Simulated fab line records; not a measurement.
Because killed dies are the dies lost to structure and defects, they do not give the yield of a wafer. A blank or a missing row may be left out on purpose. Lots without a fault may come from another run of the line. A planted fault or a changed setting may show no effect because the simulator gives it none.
A single fault, viewed from 2 desks / flow nandHarc / only its own numbers are on each desk; what lay behind them is given at the end

FOR THE TOOL OWNER'S DESK: pvdSputter-02
The tool's own readings at NHARC_P_M2_PVD_20 (deposits TaN, target thk 5 nm, time 8.06 s): means of the sampled wafers that have a number, for each lot that ran on this tool. The brackets show how far a lot's mean lies from the usual mean; more than 4 standard deviations puts the lot out of limits, marked OUT.
Columns: A = substrateTempC at NHARC_P_M2_PVD_20, usual 49.99 C; B = throttleValvePct at NHARC_P_M2_PVD_20, usual 30.2 %
lot=L834; first seen here=day 7 05:48; A=50.02; B=29.7
lot=L836; first seen here=day 8 02:07; A=50.02; B=29.3
lot=L840; first seen here=day 9 15:32; A=49.94; B=29.5
lot=L842; first seen here=day 10 19:02; A=49.95; B=29.5
lot=L843; first seen here=day 11 02:55; A=50.05; B=28.8
lot=L845; first seen here=day 12 10:23; A=50.05; B=30.0
lot=L848; first seen here=day 13 06:45; A=50.13; B=30.7
This desk's verdict: no lot among the 7 shows anything out of limits.

FROM THE METROLOGY DESK
Lot by lot, what the gauges showed, no matter which tool ran the lot: averages of those sampled wafers that carry a number. The brackets show how far a lot's mean lies from the usual mean; more than 4 standard deviations puts the lot out of limits, marked OUT.
Columns: A = cdNm at NHARC_THIN_TSV_CD_MEAS_16, usual 1000.0 nm
lot=L834; first seen here=day 23 17:41; A=1000.6
lot=L832; first seen here=day 24 08:04; A=997.6
lot=L836; first seen here=day 25 10:40; A=999.6
lot=L835; first seen here=day 25 11:50; A=999.4
lot=L838; first seen here=day 25 13:04; A=1001.1
lot=L837; first seen here=day 26 06:05; A=999.3
lot=L839; first seen here=day 26 20:05; A=1000.6
lot=L841; first seen here=day 27 14:04; A=1000.1
lot=L840; first seen here=day 27 15:17; A=1000.2
lot=L842; first seen here=day 27 18:22; A=1000.9
lot=L843; first seen here=day 28 08:28; A=999.7
lot=L846; first seen here=day 29 05:35; A=997.8
lot=L845; first seen here=day 29 06:49; A=1000.1
lot=L848; first seen here=day 30 01:09; A=1000.6
This desk's verdict: no lot among the 14 shows anything out of limits.

TAKEN TOGETHER
Nothing out of limits was seen by the tool owner's desk.
At the metrology desk, nothing out of limits was observed.

WHAT THE SIMULATOR HAD INSERTED
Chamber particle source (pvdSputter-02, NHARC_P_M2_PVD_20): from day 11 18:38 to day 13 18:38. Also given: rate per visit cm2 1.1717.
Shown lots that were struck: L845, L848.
